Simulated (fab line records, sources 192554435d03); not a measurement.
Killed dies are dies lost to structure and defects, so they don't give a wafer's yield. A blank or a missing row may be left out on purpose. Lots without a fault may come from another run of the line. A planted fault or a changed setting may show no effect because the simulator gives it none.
fab line records | flow n5_finfet | part 2 of 2: steps 24 to 28 of 28
record lots=5 wafers=15 last_day=16
route steps=1938 shown BEOL_M11@1592 BEOL_M12@1602
lots that met no fault: from a run of the same line without faults
start_h: hours from the record's first day to the start of the lot's first wafer shown | wait_h: hours since the lot's step before | " the same as in the row above | L1.1+2: a row that stands for several wafers | - no value, or no start given | * or withheld: withheld | < > ~ a bound
route shown NAME@n: a module of which the file shows steps, and the number in the route of the first | usual: mean/standard deviation of fault-free wafers | same: alike in all rows | chamber/n: place in a boat | sites: the reading at each site | _std_site: their standard deviation | _edge_site: outer sites' mean less inner sites' | radius_mm: how far each site lies from the wafer's centre | mask NAME#n: copy n | behind: the tool/chamber that last shaped the wafer | hold: why the lot was held/for how many hours/how that ended | device: the transistor (n, p or np) that didn't switch | end of line: the same wafers' tests at the end of the route | a step without rows: its recipe alone | killed: dies lost to structure and defects at the first sort, not the wafer's yield | map: a wafer's dies, x killed, . not, _ none there
set.NAME: the setting as run; set.NAME@STEP: as run at that earlier step | model.NAME: the simulator's own value behind a step, which no gauge read
lots at some steps of the route; a table a step, a row a wafer
services: from which hour (start_h, from the record's first day; less than 0 if before it) a tool's chamber was out of use, for how many hours, and why
## steps
# step N5_BEOL_M12_DESCUM_15
# recipe chemistry=O2 time_s=7.9 source_power_w=50 bias_power_w=20 pressure_mtorr=20 rf_frequency_hz=2.712e+07 temp_c=40 o2_flow_sccm=225
# usual chamber_pressure_mTorr=19.998/0.02 drypump_motor_current_A=5.6/0.44 oes_product_au=0.82/0.075 rf_vpp_V=243.0/1.5 showerhead_plenum_p_Torr=2.08/0.078 throttle_valve_pct=20.40/0.19
# columns lot.wafer tool chamber start_h wait_h chamber_pressure_mTorr drypump_motor_current_A oes_product_au rf_hours_counter_h rf_vpp_V showerhead_plenum_p_Torr throttle_valve_pct
L081.1 rie_diel-05 2 271.88 0.2 19.981 5.6 0.83 102 241.4 2.01 20.61
L081.5 " 0 " " 19.986 5.5 0.83 - 242.2 2.03 20.18
L081.6 " 3 " " 20.025 5.0 0.85 - 244.0 2.21 20.30
L083.4 rie_diel-05 1 276.75 0.0 19.987 6.1 0.85 52 245.0 2.13 20.20
L083.5 " 0 " " 20.016 5.4 0.82 - 242.9 2.03 20.18
L083.6 " 3 " " 19.983 4.9 0.84 - 245.6 2.21 20.28
L087.2 rie_diel-01 3 308.83 0.0 20.028 5.4 0.75 150 243.0 2.01 20.11
L087.4 " 0 " " 19.998 6.2 0.92 19 243.0 2.05 20.51
L087.5 " 1 " " 20.009 5.6 0.96 - 242.5 2.05 20.24
L092.3 rie_diel-01 0 348.82 0.2 19.974 6.2 0.88 - 242.6 2.05 20.53
L092.5 " 0 " " 19.992 6.2 0.88 - 241.6 2.05 20.53
L092.6 " 2 " " 19.989 5.3 0.72 - 241.8 2.00 20.40
L095.1 rie_diel-05 2 351.52 0.0 19.981 5.7 0.79 129 241.3 2.00 20.64
L095.2 " 0 " " 20.000 5.5 0.79 100 241.2 2.02 20.23
L095.5 " 2 " " 20.000 5.7 0.79 - 240.1 2.00 20.63
# step N5_BEOL_M12_ETCH_59
# recipe chemistry=N2/H2 target=BARC target_depth_a=890 overetch_a=267 time_s=67.9 ion_energy_ev=200 pressure_mtorr=30 source_w=840 bias_w=150 n2_flow_sccm=200 h2_flow_sccm=200
# usual chamber_pressure_mTorr=30.000/0.026 drypump_motor_current_A=5.6/0.44 n2_flow_sccm=200.1/0.62 oes_product_au=0.70/0.06 rf_vpp_V=523.6/2.7 showerhead_plenum_p_Torr=2.53/0.094 throttle_valve_pct=17.84/0.17
# columns lot.wafer tool chamber start_h wait_h chamber_pressure_mTorr drypump_motor_current_A n2_flow_sccm oes_product_au rf_hours_counter_h rf_vpp_V showerhead_plenum_p_Torr throttle_valve_pct
L081.1 rie_diel-05 2 271.92 0.0 30.010 5.7 199.6 0.69 102 522.1 2.45 18.10
L081.5 " 0 " " 30.033 5.5 199.8 0.71 - 521.0 2.47 17.65
L081.6 " 3 " " 29.983 5.0 200.1 0.71 - 529.1 2.69 17.61
L083.4 rie_diel-05 1 276.78 0.0 30.015 6.1 200.6 0.73 52 525.4 2.57 17.60
L083.5 " 0 " " 29.998 5.5 201.7 0.71 - 522.8 2.47 17.66
L083.6 " 3 " " 29.959 5.0 199.2 0.71 - 528.2 2.69 17.64
L087.2 rie_diel-01 3 308.87 0.0 29.968 5.4 199.7 0.65 150 519.5 2.44 17.68
L087.4 " 0 " " 29.971 6.2 200.0 0.78 19 522.2 2.50 17.95
L087.5 " 1 " " 29.985 5.7 199.5 0.82 - 524.0 2.49 17.63
L092.3 rie_diel-01 0 348.88 0.0 29.953 6.2 200.1 0.75 - 522.2 2.50 17.98
L092.5 " 0 " " 30.023 6.2 200.4 0.75 - 521.5 2.50 17.98
L092.6 " 2 " " 29.988 5.3 200.5 0.62 - 520.8 2.42 17.91
L095.1 rie_diel-05 2 351.56 0.0 29.999 5.7 199.8 0.68 129 521.2 2.44 18.15
L095.2 " 0 " " 29.953 5.5 199.7 0.68 100 521.6 2.45 17.71
L095.5 " 2 " " 29.978 5.7 200.0 0.67 - 520.5 2.44 18.12
# step N5_BEOL_M12_VIA_ETCH_16
# recipe chemistry=C4F8/O2/Ar target=SiOC pressure_mtorr=30 source_w=3000 bias_w=700 Ar_flow_sccm=400 C4F8_flow_sccm=15 O2_flow_sccm=8 he_inner_torr=15 he_outer_torr=30 target_depth_a=7248 time_s=withheld ion_energy_ev=250 ends=cleared
# usual chamber_pressure_mTorr=29.999/0.025 drypump_motor_current_A=5.6/0.43 oes_product_au=0.74/0.066 rf_vpp_V=665/3.3 showerhead_plenum_p_Torr=3.40/0.12 throttle_valve_pct=24.18/0.21
# columns lot.wafer tool chamber start_h wait_h chamber_pressure_mTorr drypump_motor_current_A oes_product_au rf_vpp_V showerhead_plenum_p_Torr throttle_valve_pct
L081.1 rie_diel-05 2 271.97 0.0 30.003 5.7 0.74 662 3.30 24.47
L081.5 " 0 " " 30.020 5.5 0.75 663 3.33 24.02
L081.6 " 3 " " 30.018 5.0 0.76 669 3.60 24.10
L083.4 rie_diel-05 1 276.83 0.0 29.983 6.1 0.77 668 3.45 23.91
L083.5 " 0 " " 30.008 5.5 0.74 663 3.33 24.03
L083.6 " 3 " " 29.999 5.0 0.75 670 3.60 24.11
L087.2 rie_diel-01 3 308.92 0.0 29.993 5.4 0.67 660 3.29 23.87
L087.4 " 0 " " 29.975 6.2 0.82 664 3.37 24.35
L087.5 " 1 " " 30.001 5.6 0.86 661 3.37 24.08
L092.3 rie_diel-01 0 349.02 0.1 30.011 6.2 0.81 664 3.36 24.38
L092.5 " 0 " " 30.015 6.2 0.80 665 3.36 24.39
L092.6 " 2 " " 29.988 5.2 0.65 661 3.26 24.03
L095.1 rie_diel-05 2 351.61 0.0 29.983 5.7 0.72 663 3.29 24.48
L095.2 " 0 " " 29.984 5.5 0.72 662 3.31 24.04
L095.5 " 2 " " 30.019 5.7 0.72 661 3.29 24.49
# step N5_BEOL_M12_STRIP_63
# recipe chemistry=N2/H2 power_w=1000 temp_c=250 h2_frac=0.65 overash_fraction=0.3 pressure_mtorr=1000 n2_flow_sccm=1750 h2_flow_sccm=3250
# usual chamber_pressure_mTorr=1000.0/0.88 drypump_motor_current_A=5.2/0.46 heater_power_w=336/50 n2_flow_sccm=1751/5.3 oes_product_au=0.692/0.0046 strip_time_to_endpoint_s=42.4/0.78
# columns lot.wafer tool chamber start_h wait_h chamber_pressure_mTorr drypump_motor_current_A heater_power_w n2_flow_sccm oes_product_au rf_hours_counter_h strip_time_to_endpoint_s
L081.1 plasma_asher-01 0 272.17 - 1000.8 5.1 329 1752 0.694 76 41.6
L081.5 " 0 " " 999.8 5.1 328 1756 0.696 - 42.2
L081.6 " 1 " " 1000.9 4.7 374 1744 0.692 - 41.3
L083.4 plasma_asher-02 1 277.05 - 999.7 6.0 231 1748 0.691 - 42.0
L083.5 " 0 " " 1000.2 5.7 371 1757 0.697 - 42.6
L083.6 " 1 " " 1000.0 6.0 226 1760 0.687 - 42.3
L087.2 plasma_asher-01 1 309.12 - 999.6 4.7 381 1748 0.690 83 43.4
L087.4 " 1 " " 999.6 4.7 372 1749 0.682 - 41.8
L087.5 " 0 " " 1000.1 5.1 323 1748 0.693 - 42.3
L092.3 plasma_asher-01 0 349.24 - 1001.7 5.2 324 1757 0.707 - 44.2
L092.5 " 1 " " 999.7 4.7 377 1751 0.694 - 42.9
L092.6 " 0 " " 1001.1 5.1 324 1754 0.699 - 43.6
L095.1 plasma_asher-01 1 351.81 - 1002.1 4.7 377 1751 0.698 90 42.4
L095.2 " 0 " " 998.7 5.1 323 1748 0.691 90 42.3
L095.5 " 0 " " 1000.5 5.1 326 1746 0.696 - 41.7
# step N5_BEOL_M12_STRIP_64
# recipe chemistry=N2/H2 power_w=1000 temp_c=250 h2_frac=0.65 overash_fraction=0.3 pressure_mtorr=withheld n2_flow_sccm=1750 h2_flow_sccm=3250
# usual drypump_motor_current_A=5.2/0.45 heater_power_w=336/50 n2_flow_sccm=1749/5.2 oes_product_au=0.715/0.0048 strip_time_to_endpoint_s=31.34/0.08
# columns lot.wafer tool chamber start_h wait_h drypump_motor_current_A heater_power_w n2_flow_sccm oes_product_au rf_hours_counter_h strip_time_to_endpoint_s
L081.1 plasma_asher-01 0 272.23 0.0 5.1 328 1744 0.714 76 31.24
L081.5 " 0 " " 5.1 330 1746 0.716 - 31.28
L081.6 " 1 " " 4.7 378 1746 0.719 - 31.32
L083.4 plasma_asher-02 1 277.11 0.0 6.0 236 1743 0.714 - 31.27
L083.5 " 0 " " 5.7 367 1744 0.720 - 31.43
L083.6 " 1 " " 6.0 231 1742 0.715 - 31.29
L087.2 plasma_asher-01 1 309.18 0.0 4.7 382 1748 0.720 83 31.45
L087.4 " 1 " " 4.7 372 1758 0.710 - 31.41
L087.5 " 0 " " 5.1 320 1748 0.718 - 31.42
L092.3 plasma_asher-01 0 349.30 0.0 5.1 326 1747 0.715 - 31.21
L092.5 " 1 " " 4.7 379 1753 0.718 - 31.26
L092.6 " 0 " " 5.1 320 1749 0.712 - 31.33
L095.1 plasma_asher-01 1 351.87 0.0 4.7 382 1757 0.708 91 31.28
L095.2 " 0 " " 5.1 320 1752 0.714 91 31.28
L095.5 " 0 " " 5.1 327 1752 0.719 - 31.29
## services
# columns tool chamber start_h hours kind
pecvd-04 0 258.64 22.5 repair
cmp-02 - 258.91 4.0 pm
rtp_anneal-02 - 260.73 4.3 pm
krf_scanner-01 - 272.40 1.0 pm
pecvd-02 2 274.35 22.4 repair
cmp-02 - 277.43 2.4 repair
cmp-02 - 283.59 2.3 repair
krf_scanner-02 - 285.57 3.5 repair
krf_scanner-01 - 289.12 0.8 pm
rtp_anneal-02 - 293.34 3.0 pm
krf_scanner-01 - 298.18 0.8 pm
plasma_asher-01 - 300.02 1.0 repair
pecvd-02 0 303.38 4.9 repair
cvd_co-02 - 313.75 2.8 pm
krf_scanner-01 - 318.01 1.0 repair
ecd_cu-01 - 321.67 5.0 pm
cvd_co-02 1 323.28 5.4 repair
rie_diel-05 - 328.94 1.0 repair
krf_scanner-01 - 329.79 2.1 repair
rie_diel-01 3 338.74 10.4 repair
cvd_co-02 - 344.12 0.5 repair
rie_diel-01 1 346.23 5.1 repair
plasma_asher-01 - 346.36 2.7 repair
pvd_sputter-02 - 351.75 1.1 repair
